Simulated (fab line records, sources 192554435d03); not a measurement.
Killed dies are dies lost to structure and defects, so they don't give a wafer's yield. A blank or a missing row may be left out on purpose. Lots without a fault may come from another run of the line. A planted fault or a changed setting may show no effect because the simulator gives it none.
A struck lot beside a sound one | flow n5_finfet | 38 steps out of a route of 1938
Sound: wafers L246.2, L246.3, L246.5. Struck: wafer L242.1. (L242.6 of the same lot was not struck and is left out.) The cause comes at the end.
At each step with rows: each side's tool, then ch and its chambers, then its first start. Under that, the readings that differ: sound wafers | struck wafers | difference of the means | sigmas: that difference in standard deviations of wafers without a fault.
alike: readings whose means differ by less than 2 such deviations, and words and numbers that are the same on both sides. not compared: withheld readings, readings that some wafer has no value for, bounds like >300 that may hide the same value, and numbers for which the record gives no deviation and whose values overlap.
The two part at a step that has a row with sigmas, a row that says differs or no value, or rows on one side only. Numbers that don't overlap but have no deviation are shown without sigmas and don't part them. A reading that every wafer of one side lacks parts them only if that side has two wafers or more.

first, 9 steps without rows for these wafers: N5_BEOL_M2_ANNEAL_95 (time 240 s); N5_BEOL_M2_SPUTTER_96 (material Cu, target thk 4.5 nm, time 8.29 s); N5_BEOL_M2_ECD_50 (material Cu, target thk 300 nm); N5_BEOL_M2_ANNEAL_51 (time 90 s); N5_BEOL_M2_CMP_52 (polishes, stops on SiOC, t overpolish 6.8 s, target thk 40 nm); N5_BEOL_M2_PRE_CLEAN_60 (time 15 s); N5_BEOL_M2_CO_CAP_55 (material Co, precursor CCTBA/H2, target thk 2 nm, time 102.1 s); N5_BEOL_M2_PRE_CLEAN_56 (time 15 s); N5_BEOL_M2_DEP_57 (deposits SiCN from 3MS/NH3, target thk 8 nm, time 14 s).
N5_BEOL_M3_ILD_DEP_00: deposits SiOC from DEMS/O2, target thk 79 nm, time 15.3 s.
  sound on pecvd-03 ch 0,1,2, day 11 03:28; struck on pecvd-01 ch 1, day 10 20:53
  reading                                      | sound          | struck | difference | sigmas
  model.SiOC_of_BEOL_M3_ILD_DEP_00.thk_nm (nm) | 77.4 78.8 79.4 | 93.6   | +15.1      |
  alike: heater_power_w, showerhead_plenum_p_Torr, throttle_valve_pct
N5_BEOL_M3_THK_MEAS_01:
  sound on film_metro-01, day 11 03:32; struck on film_metro-02, day 10 20:58
  reading         | sound          | struck | difference | sigmas
  M3_ILD_THK (nm) | 77.5 78.9 79.4 | 93.6   | +15.0      | +14
then, 24 steps without rows for these wafers: N5_BEOL_M3_PECVD_72 (deposits SiO2 from TEOS/O2, target thk 16 nm, time 18 s); N5_BEOL_M3_HM_DEP_02 (deposits TiN, target thk 20 nm); N5_BEOL_M3_COAT_61 (time 60 s, resist thk 60 nm); N5_BEOL_M3_COAT_62 (time 60 s, resist thk 12 nm); N5_BEOL_M3_COAT_73 (time 60 s, resist thk 5 nm); N5_BEOL_M3_COAT_05 (resist thk 30 nm); N5_BEOL_M3_EBR_07; N5_BEOL_M3_SOFTBAKE_06 (time 60 s); N5_BEOL_M3_EXPOSE_08 (exposes mask M3); N5_BEOL_M3_PEB_09 (peb time 60 s); N5_BEOL_M3_DEVELOP_10 (develop time 30 s); N5_BEOL_M3_DESCUM_16 (chemistry O2, time 7 s); N5_BEOL_M3_ETCH_74 (etches underlayer in N2/H2, target depth 6.5 nm, time 5.2 s); N5_BEOL_M3_ETCH_63 (etches SiARC in CF4, target depth 15.6 nm, time 26 s); N5_BEOL_M3_ETCH_64 (etches SOC in N2/H2, target depth 75 nm, overetch 15 nm, time 112.5 s); N5_BEOL_M3_STRIP_65 (strips in N2/H2); N5_BEOL_M3_STRIP_75 (strips in N2/H2); N5_BEOL_M3_STRIP_66 (strips in CF4); N5_BEOL_M3_HM_OPEN_17 (chemistry Cl2/BCl3, target TiN, target depth 20 nm, overetch 6 nm); N5_BEOL_M3_STRIP_19 (strips in O2); N5_BEOL_M3_COAT_67 (time 60 s, resist thk 60 nm); N5_BEOL_M3_COAT_68 (time 60 s, resist thk 12 nm); N5_BEOL_M3_COAT_76 (time 60 s, resist thk 5 nm); N5_BEOL_M3_COAT_22 (resist thk 30 nm).
N5_BEOL_M3_CMP_52: polishes, stops on SiOC, t overpolish 6.8 s, target thk 40 nm.
  sound on cmp-04 ch 0,2, day 12 01:56; struck on cmp-02 ch 0, day 11 07:58
  reading                                      | sound          | struck | difference | sigmas
  model.SiOC_of_BEOL_M3_ILD_DEP_00.thk_nm (nm) | 74.4 75.8 76.4 | 90.6   | +15.1      |
  model.Cu_of_BEOL_M3_ECD_50.thk_nm (nm)       | 38.6 40.6 41.2 | 52.4   | +12.3      |
  alike: clearing_platen_rpm, motor_current_A
N5_BEOL_M4_RC_MEAS_101:
  sound on prober-01 ch 0, day 13 04:43; struck on prober-02 ch 0, day 12 10:53
  reading   | sound       | struck | difference | sigmas
  VT_N (mV) | 248 256 257 | 246    | -8         | -2
  alike: DIBL_N, DIBL_P, IOFF_N, IOFF_P, ION_N, ION_P, SS_N, SS_P, VT_P
then, 1 step without rows for these wafers: N5_PASSIVATION_PROBE_49.

WHERE THEY PART
First at N5_BEOL_M3_THK_MEAS_01; last, within this record, at N5_BEOL_M4_RC_MEAS_101.

WHY: what the simulator had put in
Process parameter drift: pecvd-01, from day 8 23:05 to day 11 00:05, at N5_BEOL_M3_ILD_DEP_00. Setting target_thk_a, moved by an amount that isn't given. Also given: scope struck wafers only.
